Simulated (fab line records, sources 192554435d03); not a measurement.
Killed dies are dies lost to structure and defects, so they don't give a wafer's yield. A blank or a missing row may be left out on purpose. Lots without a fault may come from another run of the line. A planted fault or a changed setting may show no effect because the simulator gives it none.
fab line records | flow n5_finfet
record lots=10 wafers=30 last_day=18
route steps=1938 shown BEOL_M9@1422 PASSIVATION@1936
lots that met no fault: from a run of the same line without faults
start_h: hours from the record's first day to the start of the lot's first wafer shown | wait_h: hours since the lot's step before | " the same as in the row above | L1.1+2: a row that stands for several wafers | - no value, or no start given | * or withheld: withheld | < > ~ a bound
route shown NAME@n: a module of which the file shows steps, and the number in the route of the first | usual: mean/standard deviation of fault-free wafers | same: alike in all rows | chamber/n: place in a boat | sites: the reading at each site | _std_site: their standard deviation | _edge_site: outer sites' mean less inner sites' | radius_mm: how far each site lies from the wafer's centre | mask NAME#n: copy n | behind: the tool/chamber that last shaped the wafer | hold: why the lot was held/for how many hours/how that ended | device: the transistor (n, p or np) that didn't switch | end of line: the same wafers' tests at the end of the route | a step without rows: its recipe alone | killed: dies lost to structure and defects at the first sort, not the wafer's yield | map: a wafer's dies, x killed, . not, _ none there
set.NAME: the setting as run; set.NAME@STEP: as run at that earlier step | model.NAME: the simulator's own value behind a step, which no gauge read
steps of the route over a sample of lots; a table a step, a row a wafer
services: from which hour (start_h, from the record's first day; less than 0 if before it) a tool's chamber was out of use, for how many hours, and why
## steps
# step N5_BEOL_M9_HM_OPEN_17
# recipe chemistry=Cl2/BCl3 target_depth_a=200 overetch_a=60 target=TiN mask_material=SOC ion_energy_ev=150 pressure_mtorr=10 icp_w=1000 bias_w=126 Cl2_flow_sccm=53.25 bcl3_flow_sccm=21.75 Ar_flow_sccm=25
# usual drypump_motor_current_A=6.0/0.4 he_backside_leak_sccm=3.33/0.19 oes_product_au=0.66/0.083 throttle_valve_pct=22.15/0.18
# columns lot.wafer tool chamber start_h wait_h drypump_motor_current_A he_backside_leak_sccm oes_product_au rf_hours_counter_h throttle_valve_pct
L198.3 rie_metal-02 1 229.24 0.1 6.5 3.16 0.60 - 22.14
L198.5 " 1 " " 6.5 3.31 0.60 - 22.15
L198.6 " 0 " " 6.3 3.22 0.75 - 22.21
L197.1 rie_metal-03 0 229.67 0.0 5.6 3.27 0.54 126 22.35
L197.2 " 1 " " 5.5 3.46 0.63 73 22.19
L197.3 " 0 " " 5.6 3.32 0.54 - 22.33
L200.2 rie_metal-03 1 240.37 0.1 5.5 3.56 0.61 - 22.22
L200.4 " 1 " " 5.4 3.66 0.62 - 22.23
L200.5 " 1 " " 5.5 3.63 0.61 - 22.20
L201.1 rie_metal-03 1 252.85 0.0 5.5 3.57 0.61 77 22.22
L201.2 " 0 " " 5.7 3.05 0.84 0 21.92
L201.3 " 0 " " 5.7 3.15 0.86 - 21.90
L206.1 rie_metal-01 1 281.81 0.0 6.1 3.65 0.72 27 22.39
L206.3 " 0 " " 5.7 3.25 0.74 - 21.71
L206.4 " 1 " " 6.1 3.65 0.71 - 22.38
L210.1 rie_metal-03 0 308.91 0.0 5.7 3.02 0.81 5 21.90
L210.2 " 1 " " 5.5 3.59 0.60 81 22.21
L210.3 " 1 " " 5.5 3.63 0.60 - 22.23
L212.1 rie_metal-02 0 325.98 0.0 6.3 3.37 0.71 21 22.26
L212.4 " 1 " " 6.5 3.25 0.58 - 22.16
L212.6 " 1 " " 6.5 3.21 0.57 - 22.18
L214.1 rie_metal-01 0 341.21 0.0 5.7 3.34 0.71 21 21.73
L214.2 " 1 " " 6.1 3.55 0.69 33 22.43
L214.5 " 0 " " 5.7 3.34 0.71 - 21.71
L217.2 rie_metal-02 1 342.68 0.0 6.5 3.29 0.58 88 22.16
L217.3 " 1 " " 6.5 3.21 0.57 - 22.17
L217.6 " 1 " " 6.5 3.29 0.58 - 22.18
L216.2 rie_metal-03 1 351.50 0.0 5.5 3.61 0.59 85 22.24
L216.4 " 1 " " 5.5 3.68 0.60 - 22.24
L216.6 " 1 " " 5.5 3.64 0.59 - 22.25
# step N5_BEOL_M9_DESCUM_33
# recipe chemistry=O2 time_s=7 source_power_w=50 bias_power_w=20 pressure_mtorr=20 rf_frequency_hz=2.712e+07 temp_c=40 resist=CAR-EUV o2_flow_sccm=225
# usual drypump_motor_current_A=5.7/0.43 oes_product_au=0.73/0.064 rf_vpp_V=243.1/1.4 showerhead_plenum_p_Torr=2.08/0.071 throttle_valve_pct=20.51/0.21
# columns lot.wafer tool chamber start_h wait_h drypump_motor_current_A oes_product_au rf_hours_counter_h rf_vpp_V showerhead_plenum_p_Torr throttle_valve_pct
L198.3 rie_diel-02 1 229.99 0.0 6.2 0.71 204 244.1 2.17 20.48
L198.5 " 0 " " 5.8 0.73 - 242.7 2.09 20.32
L198.6 " 3 " " 5.9 0.69 - 240.1 1.99 20.55
L197.1 rie_diel-02 2 231.25 0.0 4.9 0.72 201 243.6 2.06 20.24
L197.2 " 1 " " 6.2 0.71 204 245.1 2.17 20.49
L197.3 " 3 " " 5.9 0.68 215 241.2 1.99 20.55
L200.2 rie_diel-05 2 244.68 0.0 5.6 0.70 231 243.5 2.14 20.38
L200.4 " 3 " " 5.6 0.71 236 243.1 2.16 20.59
L200.5 " 0 " " 5.9 0.82 - 244.1 2.19 20.43
L201.1 rie_diel-02 2 255.54 0.0 5.0 0.73 208 244.1 2.06 20.25
L201.2 " 0 " " 5.8 0.73 186 244.7 2.08 20.31
L201.3 " 3 " " 5.9 0.68 222 240.5 1.99 20.57
L206.1 rie_diel-02 0 282.57 0.0 5.7 0.72 194 243.1 2.08 20.35
L206.3 " 2 " " 4.9 0.72 216 241.9 2.05 20.28
L206.4 " 3 " " 5.9 0.68 230 242.7 1.99 20.57
L210.1 rie_diel-02 0 312.94 0.0 5.7 0.71 203 242.2 2.08 20.36
L210.2 " 3 " " 5.9 0.68 239 239.8 1.98 20.58
L210.3 " 1 " " 6.1 0.70 227 244.0 2.16 20.51
L212.1 rie_diel-01 3 328.08 0.0 5.0 0.70 238 241.6 2.00 20.66
L212.4 " 0 " " 6.1 0.74 194 239.7 2.01 20.84
L212.6 " 0 " " 6.0 0.74 - 242.9 2.01 20.85
L214.1 rie_diel-05 1 343.28 0.0 5.7 0.68 222 241.5 1.99 20.94
L214.2 " 3 " " 5.6 0.92 14 243.3 2.15 20.22
L214.5 " 1 " " 5.7 0.68 - 242.4 1.99 20.93
L217.2 rie_diel-01 0 343.97 0.4 6.0 0.73 200 240.9 2.01 20.86
L217.3 " 3 " " 5.0 0.68 243 240.8 2.00 20.66
L217.6 " 2 " " 5.9 0.68 - 243.8 2.13 20.51
L216.2 rie_diel-05 1 353.94 0.0 5.7 0.68 224 242.1 1.99 20.95
L216.4 " 2 " " 5.6 0.93 6 244.2 2.13 20.00
L216.6 " 2 " " 5.6 0.92 - 243.7 2.13 20.00
# step N5_BEOL_M9_ETCH_76
# recipe chemistry=N2/H2 target=underlayer target_depth_a=65 mask_material=CAR-EUV time_s=5.2 ion_energy_ev=200 pressure_mtorr=30 source_w=840 bias_w=150 n2_flow_sccm=200 h2_flow_sccm=200 ends=cleared
# usual drypump_motor_current_A=5.7/0.43 etch_rf_on_time_s=5.25/0.12 oes_product_au=0.62/0.052 rf_vpp_V=524/3.1 showerhead_plenum_p_Torr=2.53/0.092 throttle_valve_pct=17.94/0.19
# columns lot.wafer tool chamber start_h wait_h drypump_motor_current_A etch_rf_on_time_s oes_product_au rf_hours_counter_h rf_vpp_V showerhead_plenum_p_Torr throttle_valve_pct
L198.3 rie_diel-02 1 230.03 0.0 6.2 5.20 0.60 204 529 2.60 17.68
L198.5 " 0 " " 5.7 5.11 0.61 - 525 2.52 17.75
L198.6 " 3 " " 5.9 5.37 0.59 - 517 2.43 18.06
L197.1 rie_diel-02 2 231.28 0.0 4.9 5.15 0.62 201 522 2.52 17.79
L197.2 " 1 " " 6.2 5.21 0.61 204 526 2.60 17.70
L197.3 " 3 " " 5.9 5.37 0.59 215 521 2.43 18.06
L200.2 rie_diel-05 2 244.71 0.0 5.6 5.39 0.59 231 528 2.61 17.87
L200.4 " 3 " " 5.6 5.28 0.60 236 524 2.62 18.02
L200.5 " 0 " " 5.9 5.16 0.70 - 526 2.67 17.78
L201.1 rie_diel-02 2 255.57 0.0 5.0 5.05 0.61 208 523 2.51 17.83
L201.2 " 0 " " 5.7 5.02 0.62 186 525 2.52 17.77
L201.3 " 3 " " 5.9 5.36 0.58 222 522 2.42 18.08
L206.1 rie_diel-02 0 282.60 0.0 5.7 3.35 0.79 194 525 2.52 17.84
L206.3 " 2 " " 5.0 3.40 0.78 216 522 2.51 17.88
L206.4 " 3 " " 5.9 5.35 0.58 230 520 2.42 18.08
L210.1 rie_diel-02 0 312.98 0.0 5.7 3.44 0.78 203 524 2.51 17.83
L210.2 " 3 " " 5.9 5.39 0.57 239 520 2.42 18.12
L210.3 " 1 " " 6.2 3.50 0.77 227 527 2.59 17.76
L212.1 rie_diel-01 3 328.11 0.0 5.0 5.09 0.60 238 519 2.41 18.10
L212.4 " 0 " " 6.0 5.28 0.63 194 521 2.41 18.02
L212.6 " 0 " " 6.0 5.23 0.63 - 522 2.42 18.02
L214.1 rie_diel-05 1 343.32 0.0 5.7 5.39 0.57 222 519 2.40 18.40
L214.2 " 3 " " 5.6 5.19 0.78 14 525 2.61 17.63
L214.5 " 1 " " 5.7 5.45 0.58 - 519 2.40 18.39
L217.2 rie_diel-01 0 344.01 0.0 6.1 5.26 0.63 200 520 2.41 18.03
L217.3 " 3 " " 5.0 5.16 0.58 243 520 2.41 18.13
L217.6 " 2 " " 5.9 5.36 0.59 - 527 2.61 18.06
L216.2 rie_diel-05 1 353.98 0.0 5.7 5.44 0.57 224 522 2.40 18.39
L216.4 " 2 " " 5.6 5.42 0.77 6 526 2.60 17.45
L216.6 " 2 " " 5.6 5.43 0.78 - 525 2.60 17.46
# step N5_BEOL_M9_ETCH_41
# recipe chemistry=CH3F/O2 target=SiCN target_depth_a=366 taper_deg=2 time_s=70.1 ion_energy_ev=120 mask_material=TiN pressure_mtorr=30 source_w=395 bias_w=75 Ar_flow_sccm=150 CH3F_flow_sccm=30 O2_flow_sccm=20
# usual drypump_motor_current_A=5.7/0.43 oes_product_au=0.73/0.063 rf_vpp_V=297.1/1.8 showerhead_plenum_p_Torr=1.99/0.075 throttle_valve_pct=16.43/0.18
# columns lot.wafer tool chamber start_h wait_h drypump_motor_current_A oes_product_au rf_hours_counter_h rf_vpp_V showerhead_plenum_p_Torr throttle_valve_pct
L198.3 rie_diel-02 1 - - 6.1 0.71 204 299.5 2.07 16.40
L198.5 " 0 " " 5.7 0.72 - 297.1 1.99 16.24
L198.6 " 3 " " 5.9 0.69 - 296.1 1.90 16.42
L197.1 rie_diel-02 2 - - 4.9 0.72 201 297.8 1.98 16.22
L197.2 " 1 " " 6.1 0.71 204 298.5 2.07 16.41
L197.3 " 3 " " 5.9 0.68 215 295.0 1.90 16.41
L200.2 rie_diel-05 2 - - 5.6 0.70 231 298.1 2.07 16.45
L200.4 " 3 " " 5.6 0.70 237 299.1 2.06 16.48
L200.5 " 0 " " 5.8 0.82 - 298.9 2.10 16.39
L201.1 rie_diel-02 2 - - 4.9 0.72 208 296.4 1.97 16.24
L201.2 " 0 " " 5.7 0.71 186 297.5 1.99 16.26
L201.3 " 3 " " 5.9 0.67 222 296.2 1.89 16.47
L206.1 rie_diel-02 0 - - 5.7 0.71 194 297.5 1.98 16.28
L206.3 " 2 " " 4.9 0.71 216 297.6 1.97 16.25
L206.4 " 3 " " 5.9 0.68 230 295.0 1.89 16.45
L210.1 rie_diel-02 0 - - 5.7 0.71 203 296.3 1.98 16.29
L210.2 " 3 " " 5.9 0.66 239 296.2 1.89 16.49
L210.3 " 1 " " 6.2 0.70 228 299.2 2.06 16.46
L212.1 rie_diel-01 3 - - 5.0 0.69 238 294.8 1.90 16.47
L212.4 " 0 " " 6.0 0.74 194 295.9 1.90 16.59
L212.6 " 0 " " 6.0 0.75 - 295.5 1.90 16.59
L214.1 rie_diel-05 1 - - 5.7 0.68 222 294.4 1.90 16.83
L214.2 " 3 " " 5.6 0.90 14 297.6 2.05 16.03
L214.5 " 1 " " 5.7 0.68 - 295.4 1.90 16.82
L217.2 rie_diel-01 0 - - 6.0 0.74 200 295.5 1.90 16.58
L217.3 " 3 " " 5.0 0.68 244 294.8 1.90 16.48
L217.6 " 2 " " 6.0 0.69 - 298.2 2.06 16.66
L216.2 rie_diel-05 1 - - 5.7 0.68 224 294.3 1.90 16.82
L216.4 " 2 " " 5.6 0.91 6 298.5 2.06 16.03
L216.6 " 2 " " 5.6 0.91 - 297.5 2.06 16.03
# step N5_PASSIVATION_PROBE_49
# usual defect_limited_yield=91.0/1.3 killed_at_M0_to_M3=36/9.5 killed_at_M4_up=14/5.6 killed_at_contacts=12/6.4 killed_at_front_end=40/10 killed_at_other=3.2/3 killed_dies=107/15 killed_open=69/12 killed_short=35/7.7 sort_bin_5_function=5.3/0.91 sort_bin_6_memory=3.3/0.65 sort_n_pass=1073/15 sort_yield_pct=91.0/1.3
# same gross_dies=1180 killed_at_back_side=0 sort_bin_4_leakage[%]=0 sort_bin_8_speed[%]=0
# columns lot.wafer tool chamber start_h wait_h defect_limited_yield[%] killed_at_M0_to_M3 killed_at_M4_up killed_at_contacts killed_at_front_end killed_at_other killed_dies killed_open killed_short sort_bin_5_function[%] sort_bin_6_memory[%] sort_n_pass sort_yield_pct[%]
L210.1 prober-01 - 381.91 0.0 91.9 32 15 15 30 3 95 57 36 4.3 3.1 1085 91.9
L210.2 prober-01 - 381.96 0.1 88.6 51 16 14 50 3 134 95 37 6.9 4.2 1046 88.6
L210.3 prober-01 - 382.01 0.1 90.1 54 12 21 25 5 117 87 28 5.6 4.2 1063 90.1
# killed by level:class
L210.1 MOL_CONTACT_COAG:geometric_particle:open=10 FIN_SAQP:geometric_particle:open=8 BEOL_M3:geometric_particle:open=8 BEOL_M0_SAQP:geometric_particle:open=6 FIN_SAQP:geometric_particle:short=5 SPACER0:geometric_particle:short=5 MOL_CONTACT_COAG:geometric_particle:short=5 BEOL_M2:geometric_particle:short=4
L210.2 STI_FIN_REVEAL:geometric_particle:open=11 BEOL_M1:geometric_particle:open=10 FIN_SAQP:geometric_particle:open=9 BEOL_M2:geometric_particle:open=9 BEOL_M0_SAQP:geometric_particle:open=9 MOL_CONTACT_COAG:geometric_particle:open=8 BEOL_M0:geometric_particle:open=7 GATE_CUT:geometric_particle:short=6
L210.3 MOL_CONTACT_COAG:geometric_particle:open=20 BEOL_M1:geometric_particle:open=13 BEOL_M0_SAQP:geometric_particle:open=12 BEOL_M2:geometric_particle:open=10 BEOL_M0_SAQP:geometric_particle:short=9 BEOL_M5:geometric_particle:open=4 FIN_SAQP:geometric_particle:open=3 DUMMY_GATE:geometric_particle:open=3
## services
# columns tool chamber start_h hours kind
rie_metal-03 0 231.55 - clean
rie_metal-03 0 231.55 20.6 scheduled_down
rie_metal-03 0 231.55 20.6 vent_cycle
rie_metal-01 - 249.72 2.8 pm
rie_metal-01 - 255.36 4.0 pm
rie_diel-05 3 291.67 - clean
rie_diel-05 3 291.67 - consumable_replace:focus_ring
rie_diel-05 3 291.67 12.5 scheduled_down
rie_diel-05 3 291.67 12.5 vent_cycle
rie_metal-02 - 304.64 2.8 pm
rie_diel-05 2 312.84 - clean
rie_diel-05 2 312.84 - consumable_replace:focus_ring
rie_diel-05 2 312.84 16.0 scheduled_down
rie_diel-05 2 312.84 16.0 vent_cycle
rie_diel-02 3 351.18 - clean
rie_diel-02 3 351.18 - consumable_replace:focus_ring
rie_diel-02 3 351.18 - consumable_replace:showerhead
rie_diel-02 3 351.18 16.0 scheduled_down
rie_diel-02 3 351.18 16.0 vent_cycle
## key
first_sign step=N5_BEOL_M9_ETCH_76 reading=etch_rf_on_time_s direction=down sigmas=15 usual=* struck=*
effect step=N5_BEOL_M9_ETCH_76 reading=oes_product_au direction=up sigmas=2.9 usual=0.62 struck=0.78
met_at N5_BEOL_M9_ETCH_76
struck_lots L206,L210
struck_wafers L206.1,L206.3,L210.1,L210.3
not_acting_at N5_BEOL_M9_HM_OPEN_17,N5_BEOL_M9_DESCUM_33,N5_BEOL_M9_ETCH_41
onset_between 255.57 282.60
fault kind=process_parameter_drift tool=rie_diel-02 chamber=- onset_h=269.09 steps=N5_BEOL_M9_ETCH_76 channel=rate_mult offset=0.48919 shape=step end_h=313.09 scope=struck_wafers_only
